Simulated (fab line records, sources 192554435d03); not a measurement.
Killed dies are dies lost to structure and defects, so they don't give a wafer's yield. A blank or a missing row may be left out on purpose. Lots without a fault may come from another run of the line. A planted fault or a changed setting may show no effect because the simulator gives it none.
Which tool did it? | flow n5_finfet | 9 lots, 27 wafers sampled, at 5 steps of a route of 1938

WHAT THE GAUGES READ, wafer by wafer
N5_BEOL_M4_RC_MEAS_101. Usual: DIBL_N 36.2 mV/V, standard deviation 1.6; DIBL_P 36.1 mV/V, standard deviation 2; IOFF_N 0.16 nA/um, standard deviation 0.032; IOFF_P 0.22 nA/um, standard deviation 0.036; ION_N 672 uA/um, standard deviation 11; ION_P 463 uA/um, standard deviation 7.5; SS_N 71.4 mV/dec, standard deviation 0.58; SS_P 73.2 mV/dec, standard deviation 0.67; VT_N 250 mV, standard deviation 3.3; VT_P -250 mV, standard deviation 3.3.
lot  | measured     | on        | DIBL_N (mV/V)  | DIBL_P (mV/V)  | IOFF_N (nA/um) | IOFF_P (nA/um) | ION_N (uA/um) | ION_P (uA/um) | SS_N (mV/dec)  | SS_P (mV/dec)  | VT_N (mV)   | VT_P (mV)      | flag
L369 | day 8 07:29  | prober-01 | 35.8 33.8 35.6 | 35.9 32.6 34.7 | 0.15 0.11 0.15 | 0.24 0.19 0.22 | 678 659 672   | 477 464 470   | 71.1 70.3 71.3 | 73.3 72.6 72.8 | 249 253 248 | -246 -251 -247 |
L371 | day 8 13:38  | prober-02 | 36.3 37.3 37.1 | 35.6 37.0 36.1 | 0.16 0.18 0.16 | 0.23 0.25 0.22 | 683 680 680   | 474 465 472   | 71.8 71.7 71.6 | 73.3 73.5 73.8 | 247 247 248 | -250 -246 -250 |
L375 | day 9 21:27  | prober-02 | 34.3 33.2 35.8 | 33.8 33.0 37.2 | 0.13 0.12 0.16 | 0.17 0.15 0.22 | 659 648 670   | 452 440 458   | 71.4 70.8 71.2 | 72.2 72.7 73.9 | 255 257 249 | -256 -258 -252 |
L380 | day 11 06:59 | prober-02 | 33.7 35.4 36.2 | 33.0 35.0 35.8 | 0.12 0.15 0.18 | 0.19 0.23 0.23 | 657 681 686   | 461 468 474   | 70.5 71.2 71.4 | 72.0 72.8 73.0 | 252 250 247 | -246 -245 -244 |
L383 | day 12 06:14 | prober-02 | 35.3 41.1 36.6 | 35.2 40.7 37.4 | 0.15 0.29 0.17 | 0.20 0.29 0.23 | 676 699 674   | 465 466 466   | 71.4 73.2 71.1 | 73.8 74.8 73.8 | 248 240 247 | -251 -247 -247 |
L384 | day 12 12:28 | prober-02 | 34.2 33.3 36.3 | 33.8 32.6 36.6 | 0.13 0.13 0.17 | 0.18 0.17 0.23 | 647 657 665   | 455 459 457   | 70.6 70.6 72.2 | 72.7 72.4 73.4 | 253 251 248 | -253 -251 -250 |
L387 | day 14 05:20 | prober-02 | 35.7 35.1 36.1 | 34.4 34.1 35.5 | 0.15 0.15 0.16 | 0.18 0.17 0.19 | 675 665 679   | 458 449 455   | 71.3 71.9 71.9 | 73.4 73.3 73.0 | 250 252 249 | -255 -251 -251 |
L389 | day 13 06:59 | prober-02 | 33.0 38.4 35.4 | 30.8 38.8 34.2 | 0.11 0.20 0.13 | 0.15 0.27 0.19 | 649 676 670   | 449 463 463   | 71.1 71.9 71.2 | 72.6 74.0 72.6 | 257 248 251 | -254 -244 -249 |
L391 | day 15 03:51 | prober-02 | 38.7 36.5 34.7 | 39.5 37.2 35.7 | 0.20 0.16 0.13 | 0.25 0.22 0.20 | 694 679 661   | 469 470 465   | 72.4 72.2 71.4 | 73.6 73.4 72.2 | 244 250 252 | -246 -247 -252 |

WHICH TOOL RAN EACH LOT (tool, then ch and the chambers of the sampled wafers, then the start)
lot  | N5_MOL_CONTACT_COAG_ALD_133       | N5_MOL_CONTACT_COAG_ETCH_48        | N5_MOL_CONTACT_COAG_STRIP_72       | N5_MOL_CONTACT_COAG_CVD_140
L369 | ald_sin-03 ch 0,1, day 5 13:59    | rie_diel-06 ch 0,1,2, day 5 14:26  | rie_diel-06 ch 0,1,2, day 5 14:29  | cvd_w-01 ch 0,1, day 5 14:50
L371 | ald_sin-01 ch 0,2,3, day 5 22:40  | rie_diel-06 ch 0,1,2, day 5 23:06  | rie_diel-06 ch 0,1,2, day 5 23:10  | cvd_w-01 ch 0,1, day 5 23:31
L375 | ald_sin-04 ch 0,1,2, day 7 01:11  | rie_diel-06 ch 1,2,3, day 7 01:35  | rie_diel-06 ch 1,2,3, day 7 01:38  | cvd_w-01 ch 0,1, day 7 02:00
L380 | ald_sin-03 ch 0,1,3, day 8 09:35  | rie_diel-01 ch 0,1, day 8 09:59    | rie_diel-01 ch 0,1, day 8 10:03    | cvd_w-02 ch 0,1, day 8 10:27
L383 | ald_sin-04 ch 1,3, day 9 01:34    | rie_diel-02 ch 1,2,3, day 9 02:13  | rie_diel-02 ch 1,2,3, day 9 02:16  | cvd_w-02 ch 0, day 9 02:43
L384 | ald_sin-03 ch 0,1,3, day 9 13:55  | rie_diel-06 ch 0,1,3, day 9 14:23  | rie_diel-06 ch 0,1,3, day 9 14:26  | cvd_w-02 ch 0, day 9 14:53
L387 | ald_sin-01 ch 2,3, day 10 03:21   | rie_diel-06 ch 0,3, day 10 03:45   | rie_diel-06 ch 0,3, day 10 03:49   | cvd_w-01 ch 0,1, day 10 05:02
L389 | ald_sin-04 ch 0,2,3, day 10 13:07 | rie_diel-06 ch 0,2,3, day 10 13:32 | rie_diel-06 ch 0,2,3, day 10 13:35 | cvd_w-02 ch 0,1, day 10 13:56
L391 | ald_sin-01 ch 1,2, day 11 04:56   | rie_diel-06 ch 1,2, day 11 05:21   | rie_diel-06 ch 1,2, day 11 05:24   | cvd_w-02 ch 0,1, day 11 05:46
- N5_MOL_CONTACT_COAG_ALD_133: deposits SiO2, target thk 5 nm, pulse time 1 s, co reactant pulse time 1 s.
- N5_MOL_CONTACT_COAG_ETCH_48: etches SiOC in C4F6/O2, target depth 15 nm, overetch 4.5 nm, time 17 s.
- N5_MOL_CONTACT_COAG_STRIP_72: strips in N2/H2.
- N5_MOL_CONTACT_COAG_CVD_140: deposits W, target thk 66.5 nm, time 215 s.

WHAT THE TOOLS THEMSELVES READ (means of the sampled wafers that have a number; where no wafer has one, the mark that the record gives instead)
N5_MOL_CONTACT_COAG_ALD_133. Usual: heater_power_w 76 W, standard deviation 3.1; precursor_pulse_height_rel 1.002, standard deviation 0.02.
lot  | tool       | heater_power_w (W) | precursor_pulse_height_rel | flag
L369 | ald_sin-03 | 77                 | 1.012                      |
L371 | ald_sin-01 | 79                 | 1.001                      |
L375 | ald_sin-04 | 75                 | 0.990                      |
L380 | ald_sin-03 | 77                 | 0.987                      |
L383 | ald_sin-04 | 75                 | 1.009                      |
L384 | ald_sin-03 | 78                 | 1.006                      |
L387 | ald_sin-01 | 77                 | 1.004                      |
L389 | ald_sin-04 | 75                 | 1.025                      |
L391 | ald_sin-01 | 80                 | 0.995                      |

N5_MOL_CONTACT_COAG_ETCH_48. Usual: drypump_motor_current_A 5.6 A, standard deviation 0.51; oes_product_au 0.68 a.u., standard deviation 0.089; rf_vpp_V 1574 V, standard deviation 26; showerhead_plenum_p_Torr 2.82 Torr, standard deviation 0.097; throttle_valve_pct 40.55 %, standard deviation 0.28.
lot  | tool        | drypump_motor_current_A (A) | oes_product_au (a.u.) | rf_vpp_V (V) | showerhead_plenum_p_Torr (Torr) | throttle_valve_pct (%) | flag
L369 | rie_diel-06 | 5.3                         | 0.66                  | 1571         | 2.81                            | 40.64                  |
L371 | rie_diel-06 | 5.3                         | 0.66                  | 1571         | 2.81                            | 40.65                  |
L375 | rie_diel-06 | 5.3                         | 0.74                  | 1592         | 2.84                            | 40.43                  |
L380 | rie_diel-01 | 6.5                         | 0.78                  | 1563         | 2.81                            | 40.69                  |
L383 | rie_diel-02 | 5.8                         | 0.66                  | 1580         | 2.80                            | 40.51                  |
L384 | rie_diel-06 | 5.3                         | 0.80                  | 1574         | 2.88                            | 40.46                  |
L387 | rie_diel-06 | 5.4                         | 0.78                  | 1546         | 2.93                            | 40.35                  |
L389 | rie_diel-06 | 5.4                         | 0.76                  | 1561         | 2.88                            | 40.35                  |
L391 | rie_diel-06 | 5.3                         | 0.71                  | 1594         | 2.85                            | 40.46                  |

N5_MOL_CONTACT_COAG_STRIP_72. Usual: drypump_motor_current_A 5.6 A, standard deviation 0.51; h2_flow_sccm 200.0 sccm, standard deviation 0.61; oes_product_au 0.80 a.u., standard deviation 0.1; power_w 449.8 W, standard deviation 1.4; rf_vpp_V 59.1 V, standard deviation 2; showerhead_plenum_p_Torr 2.52 Torr, standard deviation 0.091; temp_c 39.99 C, standard deviation 0.12; throttle_valve_pct 23.63 %, standard deviation 0.2.
lot  | tool        | drypump_motor_current_A (A) | h2_flow_sccm (sccm) | oes_product_au (a.u.) | power_w (W) | rf_vpp_V (V) | showerhead_plenum_p_Torr (Torr) | temp_c (C) | throttle_valve_pct (%) | flag
L369 | rie_diel-06 | 5.3                         | 199.7               | 0.82                  | 450.4       | 57.5         | 2.52                            | 40.04      | 23.72                  |
L371 | rie_diel-06 | 5.3                         | 200.2               | 0.80                  | 424.0       | 56.6         | 2.52                            | 39.92      | 23.72                  | OFF
L375 | rie_diel-06 | 5.2                         | 200.2               | 0.87                  | 423.2       | 59.6         | 2.54                            | 40.02      | 23.45                  | OFF
L380 | rie_diel-01 | 6.5                         | 200.1               | 0.90                  | 449.6       | 60.1         | 2.51                            | 40.09      | 23.64                  |
L383 | rie_diel-02 | 5.8                         | 200.3               | 0.76                  | 450.0       | 58.6         | 2.51                            | 40.03      | 23.60                  |
L384 | rie_diel-06 | 5.2                         | 199.6               | 0.89                  | 449.4       | 57.8         | 2.58                            | 39.97      | 23.50                  |
L387 | rie_diel-06 | 5.4                         | 199.6               | 0.92                  | 451.1       | 59.6         | 2.64                            | 39.88      | 23.56                  |
L389 | rie_diel-06 | 5.4                         | 199.9               | 0.88                  | 450.0       | 62.2         | 2.59                            | 39.93      | 23.59                  |
L391 | rie_diel-06 | 5.3                         | 200.3               | 0.81                  | 450.9       | 58.8         | 2.56                            | 39.94      | 23.62                  |

N5_MOL_CONTACT_COAG_CVD_140. Usual: heater_power_w 491 W, standard deviation 29.
lot  | tool     | heater_power_w (W) | flag
L369 | cvd_w-01 | 479                |
L371 | cvd_w-01 | 476                |
L375 | cvd_w-01 | 466                |
L380 | cvd_w-02 | 513                |
L383 | cvd_w-02 | 530                |
L384 | cvd_w-02 | 521                |
L387 | cvd_w-01 | 484                |
L389 | cvd_w-02 | 494                |
L391 | cvd_w-02 | 494                |

THE ANSWER, worked out from the rows above alone
Rule: a lot is off if the mean of its wafers that have a number lies more than 3 standard deviations from the usual mean. A lot without any number at a reading at which 4 lots or more have one is off too. The other lots that the step has rows for count as sound. The gauges are gone through in route order, then the tools' own readings, and for those a lot's mean is taken as printed above. The first step at which some lot is off is used, and at that step the reading that is off furthest; a lot without a number counts as furthest.
Off: L371, L375, at N5_MOL_CONTACT_COAG_STRIP_72 (power_w).
A tool fits if, at that step or a process step before it, it ran every lot that is off, and no sound lot after the first of them. None of those tried fits.

WHAT THE SIMULATOR HAD PUT IN
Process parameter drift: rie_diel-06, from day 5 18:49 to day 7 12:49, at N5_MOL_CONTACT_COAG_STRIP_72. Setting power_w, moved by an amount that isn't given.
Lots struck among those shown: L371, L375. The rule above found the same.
